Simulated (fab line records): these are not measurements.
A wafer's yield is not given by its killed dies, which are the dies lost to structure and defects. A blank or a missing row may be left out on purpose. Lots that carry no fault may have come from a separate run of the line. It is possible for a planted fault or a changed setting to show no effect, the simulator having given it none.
fab line records	flow nandHarc
record: lots: 13	wafers: 39	lastDay: 24
route steps=1159 shown P_BONDPAD@377 A_ONON_D1@438 END@1159
lots with no fault: from the same line, run without faults
startH: start of the lot's first displayed wafer, in hours after the record's first day	waitH: hours elapsed since this lot's preceding step	" as in the row above	L1.1+2: a single row standing in for several wafers	- no value, or no start was given	* or withheld: withheld	< > ~ a bound
route shown NAME@n: a module of which the file shows steps, and the number in the route of the first	usual: mean and standard deviation over wafers with no fault	same: alike in all rows	chamber/n: place in a boat	sites: readings site by site	_std_site: how widely they spread, as a standard deviation	_edge_site: mean of outer sites minus mean of inner sites	radiusMm: how far each site lies from the wafer's centre	mask NAME#n: copy n	behind: the last tool/chamber to shape the wafer	hold: reason for holding the lot/hours on hold/outcome of the hold	device: which transistor (n, p or np) failed to switch	end of line: at the end of the route, the tests of the same wafers	a step with no rows: only its recipe	killed: at the first sort, the dies lost to defects and structure; wafer yield is something else	map: a wafer's dies, x killed, . not, _ none there
set.NAME: the setting that was run; set.NAME@STEP: the one run at that earlier step	model.NAME: the simulator's own value behind a step, which no gauge read
a sample of lots followed through the steps of the route, with each step as a table and each wafer as a row
services: when a tool's chamber went out of use (startH, in hours from the record's first day, below 0 if earlier), for how many hours, and the reason
== steps ==
step: NHARC_P_BONDPAD_PVD_27
recipe: targetThkA: 300	chamberPressurePa: 5	powerW: 5000	substrateTempC: 30	timeS: 20.49	material: Cu
usual: throttleValvePct: 29.6/0.79
lot.wafer	tool	chamber	startH	waitH	throttleValvePct
L140.1	pvdSputter-01	-	-	-	30.3
L140.4	"	-	"	"	28.9
L140.6	"	-	"	"	29.0
L141.4	pvdSputter-01	-	-	-	29.3
L141.3	"	-	"	"	30.4
L141.6	"	-	"	"	29.9
L143.1	pvdSputter-02	-	-	-	29.4
L143.4	"	-	"	"	27.5
L143.3	"	-	"	"	29.9
L145.1	pvdSputter-02	-	-	-	29.0
L145.6	"	-	"	"	29.7
L145.5	"	-	"	"	29.3
L149.1	pvdSputter-01	-	-	-	30.9
L149.3	"	-	"	"	29.4
L149.5	"	-	"	"	31.0
L153.2	pvdSputter-03	-	-	-	30.1
L153.1	"	-	"	"	29.6
L153.4	"	-	"	"	29.6
L155.4	pvdSputter-01	-	-	-	29.6
L155.2	"	-	"	"	30.9
L155.5	"	-	"	"	29.6
L156.3	pvdSputter-03	-	-	-	30.6
L156.1	"	-	"	"	29.3
L156.5	"	-	"	"	30.7
L158.4	pvdSputter-03	-	-	-	30.8
L158.1	"	-	"	"	29.1
L158.3	"	-	"	"	29.4
L159.4	pvdSputter-02	-	-	-	29.5
L159.1	"	-	"	"	28.9
L159.6	"	-	"	"	28.5
L162.4	pvdSputter-01	-	-	-	29.3
L162.1	"	-	"	"	31.1
L162.6	"	-	"	"	29.6
L161.3	pvdSputter-01	-	-	-	31.1
L161.5	"	-	"	"	29.1
L161.6	"	-	"	"	30.9
L163.3	pvdSputter-01	-	-	-	30.7
L163.4	"	-	"	"	29.4
L163.5	"	-	"	"	28.9
step: NHARC_P_BONDPAD_CMP_19
recipe: tOverpolishS: 30	cuRecessTouchS: 16	targetThkNm: 160.81
usual: edgeZonePressureFrac: 1.000/0.0051	motorCurrentA: 12.0/1	overpolishRunS: 30.000/0.01
lot.wafer	tool	chamber	startH	waitH	edgeZonePressureFrac	motorCurrentA	overpolishRunS
L140.1	cmp-03	2	126.42	-	0.998	13.2	29.990
L140.4	"	1	"	"	1.008	12.1	29.987
L140.6	"	2	"	"	1.005	13.4	30.002
L141.4	cmp-02	1	127.27	-	1.008	10.0	30.004
L141.3	"	2	"	"	0.995	12.8	29.991
L141.6	"	0	"	"	1.004	11.6	30.007
L143.1	cmp-02	3	149.55	-	1.002	13.2	30.003
L143.3	"	0	"	"	1.000	11.3	29.999
L143.4	"	2	"	"	1.002	12.9	29.992
L145.1	cmp-03	2	164.08	-	1.004	13.0	30.016
L145.6	"	2	"	"	0.999	12.8	29.977
L145.5	"	3	"	"	0.998	13.9	29.992
L149.3	cmp-02	3	186.28	-	0.990	12.1	29.991
L149.1	"	1	"	"	0.989	9.7	29.991
L149.5	"	2	"	"	1.009	12.8	30.006
L153.1	cmp-03	1	213.07	-	0.992	12.9	30.003
L153.2	"	2	"	"	0.994	13.1	29.998
L153.4	"	3	"	"	1.004	13.0	30.012
L155.2	cmp-04	3	223.77	-	1.006	13.6	30.017
L155.4	"	1	"	"	0.991	11.6	30.004
L155.5	"	3	"	"	1.003	13.2	30.011
L156.3	cmp-02	3	235.73	-	0.993	11.4	29.983
L156.1	"	1	"	"	1.000	10.3	30.006
L156.5	"	3	"	"	1.002	12.2	30.012
L158.1	cmp-04	3	237.35	-	0.996	12.9	30.010
L158.3	"	0	"	"	0.995	11.2	30.005
L158.4	"	1	"	"	0.990	11.9	30.002
L159.4	cmp-02	3	245.13	-	0.998	12.5	30.004
L159.1	"	1	"	"	0.995	9.9	30.017
L159.6	"	2	"	"	1.007	13.0	29.987
L162.1	cmp-04	0	255.50	-	0.994	10.9	30.009
L162.4	"	2	"	"	1.002	10.9	30.010
L162.6	"	0	"	"	1.002	10.6	30.001
L161.3	cmp-04	0	256.59	-	0.999	10.9	29.984
L161.5	"	3	"	"	1.001	12.0	29.990
L161.6	"	0	"	"	0.993	10.9	30.001
L163.3	cmp-04	3	267.39	-	1.007	13.5	30.000
L163.4	"	2	"	"	1.002	11.8	30.006
L163.5	"	0	"	"	1.005	11.6	29.996
step: NHARC_A_ONON_D1_DEP_19
recipe: targetThkA: 10000	n2FlowSccm: 2750	n2oFlowSccm: 2000	nh3FlowSccm: 500	sih4FlowSccm: 210	tempC: 400
lot.wafer	tool	chamber	startH	waitH
L141.3+4+6	pecvdOnon-04	0	162.19	0.2
L140.1+4+6	pecvdOnon-01	0	162.21	0.2
L143.1+3+4	pecvdOnon-04	0	185.19	0.1
L145.1+5+6	pecvdOnon-03	0	200.65	0.1
L149.1+3+5	pecvdOnon-03	0	222.38	0.1
L153.1+2+4	pecvdOnon-01	0	247.92	0.2
L155.2+4+5	pecvdOnon-01	0	260.73	0.1
L156.1+3+5	pecvdOnon-04	0	268.16	0.1
L159.1+4+6	pecvdOnon-01	0	277.14	0.1
L158.1+3+4	pecvdOnon-04	0	277.15	0.1
L162.1+4+6	pecvdOnon-01	0	290.17	0.1
L161.3+5+6	pecvdOnon-04	0	290.28	0.2
L163.3+4+5	pecvdOnon-04	0	306.53	0.2
step: NHARC_A_ONON_D1_THK_MEAS_21
recipe: thkMeasGauge: ellipsometry
usual: thkNm: 999/9.1
lot.wafer	tool	chamber	startH	waitH	thkNm
L141.3	filmMetro-01	-	162.58	-	1000
L141.4	"	-	"	"	998
L141.6	"	-	"	"	998
L140.1	filmMetro-02	-	162.72	-	996
L140.4	"	-	"	"	997
L140.6	"	-	"	"	998
L143.1	filmMetro-02	-	185.70	-	991
L143.3	"	-	"	"	992
L143.4	"	-	"	"	991
L145.1	filmMetro-02	-	201.16	-	982
L145.5	"	-	"	"	983
L145.6	"	-	"	"	983
L149.1	filmMetro-01	-	222.90	-	668
L149.3	"	-	"	"	995
L149.5	"	-	"	"	996
L153.1	filmMetro-01	-	248.43	-	1012
L153.2	"	-	"	"	1013
L153.4	"	-	"	"	1012
L155.2	filmMetro-01	-	261.18	-	997
L155.4	"	-	"	"	996
L155.5	"	-	"	"	998
L156.1	filmMetro-02	-	268.67	-	1010
L156.3	"	-	"	"	1011
L156.5	"	-	"	"	1009
L159.1	filmMetro-01	-	277.66	-	1009
L159.4	"	-	"	"	1010
L159.6	"	-	"	"	1009
L158.1	filmMetro-02	-	277.66	-	1004
L158.3	"	-	"	"	1003
L158.4	"	-	"	"	1003
L161.3	filmMetro-01	-	290.67	-	998
L161.5	"	-	"	"	997
L161.6	"	-	"	"	997
L162.1	filmMetro-02	-	290.70	-	979
L162.4	"	-	"	"	980
L162.6	"	-	"	"	979
L163.3	filmMetro-02	-	306.92	-	1000
L163.4	"	-	"	"	1004
L163.5	"	-	"	"	1002
step: NHARC_A_ONON_D1_INSPECT_32
usual: rawDefectCount: 77/27
lot.wafer	tool	chamber	startH	waitH	rawDefectCount
L141.3	defectInspect-01	-	164.81	0.0	78
L141.4	"	-	"	"	73
L141.6	"	-	"	"	65
L140.1	defectInspect-01	-	164.96	0.0	69
L140.4	"	-	"	"	86
L140.6	"	-	"	"	70
L143.1	defectInspect-01	-	188.08	0.0	48
L143.3	"	-	"	"	48
L143.4	"	-	"	"	42
L145.1	defectInspect-02	-	203.53	0.0	59
L145.5	"	-	"	"	46
L145.6	"	-	"	"	63
L149.1	defectInspect-02	-	225.16	0.0	50
L149.3	"	-	"	"	58
L149.5	"	-	"	"	75
L153.1	defectInspect-02	-	250.89	0.1	67
L153.2	"	-	"	"	82
L153.4	"	-	"	"	125
L155.2	defectInspect-02	-	263.45	0.0	74
L155.4	"	-	"	"	74
L155.5	"	-	"	"	91
L156.1	defectInspect-01	-	271.22	0.0	83
L156.3	"	-	"	"	81
L156.5	"	-	"	"	127
L158.1	defectInspect-02	-	279.90	0.0	56
L158.3	"	-	"	"	47
L158.4	"	-	"	"	36
L159.1	defectInspect-02	-	280.02	0.0	40
L159.4	"	-	"	"	42
L159.6	"	-	"	"	77
L161.3	defectInspect-01	-	292.94	0.0	100
L161.5	"	-	"	"	181
L161.6	"	-	"	"	88
L162.1	defectInspect-02	-	293.19	0.0	103
L162.4	"	-	"	"	84
L162.6	"	-	"	"	100
L163.3	defectInspect-01	-	309.32	0.0	51
L163.4	"	-	"	"	26
L163.5	"	-	"	"	39
step: NHARC_END_SORT_01
recipe: tempC: 25
usual: killedAtArray: 29/13	killedAtOther: 0.7/1	killedAtPeriphery: 3.2/2.3	killedDies: 33/13	killedOpen: 3.3/1.7	killedShort: 2.0/1.5
same: grossDies: 677
lot.wafer	tool	chamber	startH	waitH	killedAtArray	killedAtOther	killedAtPeriphery	killedDies	killedOpen	killedShort
L149.1	prober-02	0	505.63	2.5	676	0	1	677	3	0
L149.3	prober-02	0	507.21	3.1	45	0	1	46	5	2
L149.5	prober-02	0	508.79	3.7	41	0	1	42	5	2
killed by level:class
L149.1 A_ONON_D1:areaDep=629 A_SLIT:chamberFilmFlake=19 A_CHANNEL_HOLE_D1:chamberFilmFlake=11 A_CONTACT:chamberFilmFlake=8 A_STAIRCASE:chamberFilmFlake=5 A_M0:geometricParticle:open=2 A_M1:geometricParticle:open=1 P_STI:chamberFilmFlake=1
L149.3 A_CHANNEL_HOLE_D1:chamberFilmFlake=16 A_SLIT:chamberFilmFlake=9 A_CONTACT:chamberFilmFlake=7 A_STAIRCASE:chamberFilmFlake=5 P_M1:geometricParticle:open=1 A_CHANNEL_FILL_D1:geometricParticle:open=1 A_WL_FILL:geometricParticle:short=1 A_BLC:geometricParticle:open=1
L149.5 A_SLIT:chamberFilmFlake=17 A_CHANNEL_HOLE_D1:chamberFilmFlake=14 A_STAIRCASE:chamberFilmFlake=2 P_CONTACT:geometricParticle:open=1 A_SOURCE_PLATE:geometricParticle:short=1 A_ONON_D1:geometricParticle:open=1 A_CHANNEL_FILL_D1:geometricParticle:short=1 A_CHANNEL_FILL_D1:geometricParticle:open=1
== services ==
tool	chamber	startH	hours	kind
pvdSputter-03	-	102.00	10.0	pm
cmp-04	-	105.21	4.0	pm
cmp-03	-	108.62	3.7	repair
pvdSputter-01	-	114.08	3.8	repair
pvdSputter-02	-	116.01	0.9	repair
cmp-02	-	128.63	4.0	pm
cmp-03	-	156.00	4.0	pm
pvdSputter-01	-	158.02	10.0	pm
cmp-02	-	187.27	0.9	repair
cmp-03	-	189.27	3.6	repair
pecvdOnon-01	-	195.31	13.0	pm
cmp-04	-	203.21	4.0	pm
cmp-04	-	210.80	1.1	repair
pvdSputter-01	-	214.32	2.1	repair
cmp-02	-	226.63	4.0	pm
pvdSputter-02	-	236.27	5.2	repair
pecvdOnon-04	-	237.00	13.0	pm
cmp-03	-	254.02	4.0	pm
pvdSputter-03	-	280.00	10.0	pm
pvdSputter-01	-	285.55	0.6	repair
cmp-04	-	301.21	4.0	pm
pvdSputter-01	-	301.52	23.2	repair
pvdSputter-02	-	303.59	15.9	repair
cmp-04	-	306.33	0.4	repair
== key ==
firstSign: step: NHARC_A_ONON_D1_THK_MEAS_21	reading: thkNm	direction: down	sigmas: 36	usual: 999	struck: 668
effect: step: NHARC_END_SORT_01	reading: killedAtArray	direction: up	sigmas: 51	usual: 29	struck: 676
moreKillsBornAt: NHARC_A_ONON_D1_DEP_19@pecvdOnon-03: 629
metAt NHARC_A_ONON_D1_DEP_19
struckLots L149
struckWafers L149.1
laterRowsLeftOut L149.1
testerLeftOut L149
notActingAt NHARC_P_BONDPAD_PVD_27,NHARC_P_BONDPAD_CMP_19,NHARC_A_ONON_D1_INSPECT_32
onsetBetween 200.65 222.38
fault: kind: processParameterDrift	tool: pecvdOnon-03	chamber: -	onsetH: 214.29	steps: NHARC_A_ONON_D1_DEP_19	channel: targetThkA	offset: *	shape: step	endH: 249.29	scope: struckWafersOnly	actsIn: *	stated: *
testerLeftOut: of these lots the tester's yield and bins aren't shown, on N5 and GAA mostly nor the transistor test; their killed dies are dies lost to structure and defects alone, not to doping, threshold or leakage, so they don't give the yield
laterRowsLeftOut: the simulator's readings of these wafers behind a module that went badly wrong aren't trusted and aren't shown, but for the sort
